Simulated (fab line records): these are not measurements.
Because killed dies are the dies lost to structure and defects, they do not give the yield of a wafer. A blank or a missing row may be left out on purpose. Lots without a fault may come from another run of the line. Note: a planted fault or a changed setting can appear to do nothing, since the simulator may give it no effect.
Split-lot trial / flow n5Finfet / 7 lots, 21 wafers read, on a route of 1938 steps

ABOUT THE SPLIT
At N5_BEOL_M8_PECVD_70 (deposits SiO2 from TEOS/O2, target thk 20 nm, time 22.7 s), the setting tempC was moved away from the recipe's 400 C on 8 of the 21 wafers read, by -3.9% to +2.2%. The other wafers ran this setting at the recipe's value.

Reading taken at the split's own step.

THE READING
SiO2_of_BEOL_M8_PECVD_70.thkNm (the simulator's own value, which no gauge read), in nm, at N5_BEOL_M8_PECVD_70 (deposits SiO2 from TEOS/O2, target thk 20 nm, time 22.7 s). The file gives no usual value for it. Average 20.0 nm, standard deviation 0.34 nm, over the 13 wafers here run with the recipe.

wafer=L077.3; tool, chamber at the split=pecvd-01, 0; tempC as run, C=400; against the recipe=recipe; SiO2_of_BEOL_M8_PECVD_70.thkNm, nm=20.2; against lot-mates on the recipe=-
wafer=L077.4; tool, chamber at the split=pecvd-01, 0; tempC as run, C=400; against the recipe=recipe; SiO2_of_BEOL_M8_PECVD_70.thkNm, nm=20.4; against lot-mates on the recipe=-
wafer=L077.5; tool, chamber at the split=pecvd-01, 1; tempC as run, C=400; against the recipe=recipe; SiO2_of_BEOL_M8_PECVD_70.thkNm, nm=20.6; against lot-mates on the recipe=-
wafer=L079.3; tool, chamber at the split=pecvd-03, 2; tempC as run, C=400; against the recipe=recipe; SiO2_of_BEOL_M8_PECVD_70.thkNm, nm=19.8; against lot-mates on the recipe=-
wafer=L079.4; tool, chamber at the split=pecvd-03, 2,0; tempC as run, C=400; against the recipe=recipe; SiO2_of_BEOL_M8_PECVD_70.thkNm, nm=20; against lot-mates on the recipe=-
wafer=L079.6; tool, chamber at the split=pecvd-03, 2,0; tempC as run, C=400; against the recipe=recipe; SiO2_of_BEOL_M8_PECVD_70.thkNm, nm=20; against lot-mates on the recipe=-
wafer=L080.2; tool, chamber at the split=pecvd-02, 2; tempC as run, C=400; against the recipe=recipe; SiO2_of_BEOL_M8_PECVD_70.thkNm, nm=19.6; against lot-mates on the recipe=-
wafer=L080.3; tool, chamber at the split=pecvd-02, 0; tempC as run, C=400; against the recipe=recipe; SiO2_of_BEOL_M8_PECVD_70.thkNm, nm=19.2; against lot-mates on the recipe=-
wafer=L080.6; tool, chamber at the split=pecvd-02, 0; tempC as run, C=400; against the recipe=recipe; SiO2_of_BEOL_M8_PECVD_70.thkNm, nm=19.8; against lot-mates on the recipe=-
wafer=L083.2; tool, chamber at the split=pecvd-02, 1; tempC as run, C=390.3; against the recipe=-2.4%; SiO2_of_BEOL_M8_PECVD_70.thkNm, nm=21; against lot-mates on the recipe=+1.0
wafer=L083.3; tool, chamber at the split=pecvd-02, 0; tempC as run, C=390.3; against the recipe=-2.4%; SiO2_of_BEOL_M8_PECVD_70.thkNm, nm=20.8; against lot-mates on the recipe=+0.8
wafer=L083.6; tool, chamber at the split=pecvd-02, 2; tempC as run, C=400; against the recipe=recipe; SiO2_of_BEOL_M8_PECVD_70.thkNm, nm=20; against lot-mates on the recipe=-
wafer=L087.3; tool, chamber at the split=pecvd-03, 1; tempC as run, C=400; against the recipe=recipe; SiO2_of_BEOL_M8_PECVD_70.thkNm, nm=19.8; against lot-mates on the recipe=-
wafer=L087.4; tool, chamber at the split=pecvd-03, 0; tempC as run, C=384.2; against the recipe=-3.9%; SiO2_of_BEOL_M8_PECVD_70.thkNm, nm=22.2; against lot-mates on the recipe=+2.2
wafer=L087.5; tool, chamber at the split=pecvd-03, 2; tempC as run, C=400; against the recipe=recipe; SiO2_of_BEOL_M8_PECVD_70.thkNm, nm=20.2; against lot-mates on the recipe=-
wafer=L090.2; tool, chamber at the split=pecvd-02, 2; tempC as run, C=390.9; against the recipe=-2.3%; SiO2_of_BEOL_M8_PECVD_70.thkNm, nm=21.2; against lot-mates on the recipe=no lot-mate on the recipe
wafer=L090.6; tool, chamber at the split=pecvd-02, 2; tempC as run, C=390.9; against the recipe=-2.3%; SiO2_of_BEOL_M8_PECVD_70.thkNm, nm=21.2; against lot-mates on the recipe=no lot-mate on the recipe
wafer=L090.4; tool, chamber at the split=pecvd-02, 1; tempC as run, C=390.9; against the recipe=-2.3%; SiO2_of_BEOL_M8_PECVD_70.thkNm, nm=21.6; against lot-mates on the recipe=no lot-mate on the recipe
wafer=L094.2; tool, chamber at the split=pecvd-02, 2; tempC as run, C=408.8; against the recipe=+2.2%; SiO2_of_BEOL_M8_PECVD_70.thkNm, nm=18.6; against lot-mates on the recipe=-1.2
wafer=L094.4; tool, chamber at the split=pecvd-02, 0; tempC as run, C=408.8; against the recipe=+2.2%; SiO2_of_BEOL_M8_PECVD_70.thkNm, nm=18.8; against lot-mates on the recipe=-1.0
wafer=L094.6; tool, chamber at the split=pecvd-02, 2; tempC as run, C=400; against the recipe=recipe; SiO2_of_BEOL_M8_PECVD_70.thkNm, nm=19.8; against lot-mates on the recipe=-
Where a row lists several chambers, the file gives one row for several wafers and doesn't say which wafer went through which chamber.

FIT RESULTS
A straight line over all 21 wafers: SiO2_of_BEOL_M8_PECVD_70.thkNm changes by -0.543 nm for each +1% of tempC; r = -0.93; the points scatter about the line by 0.33 nm.
The same after taking each lot's own level away (the mean of its wafers on the recipe; 18 wafers): -0.485 nm for each +1%; r = -0.96; scatter 0.2 nm.
Per that fit: largest tempC move, reading shift of 1.9 nm.
Across the lots, their own levels run from 19.53 to 20.40 nm, a range of 2.5 times the standard deviation given above.
In other words, the slope is changed by the lot-to-lot level; the two fits disagree.
Check: for one of the wafers moved furthest among these (-3.9%), held out of the fit, the line's prediction against its lot-mates is +1.66 nm. It came out at +2.2 nm against them.

ADDITIONAL SPLITS CARRIED BY THESE WAFERS
Other splits were also applied to these wafers ahead of the reading. Each is held against what the fit with the lots' levels taken away leaves over:
other split on the same wafers=N5_BEOL_M7_EXPOSE_08 doseMj; wafers away from the commonest value=10; r with SiO2_of_BEOL_M8_PECVD_70.thkNm (lot level and that fit taken away)=-0.13

FILE'S OWN FIT
SiO2_of_BEOL_M8_PECVD_70.thkNm changes by -0.505 nm for each +1% of tempC, r = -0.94.
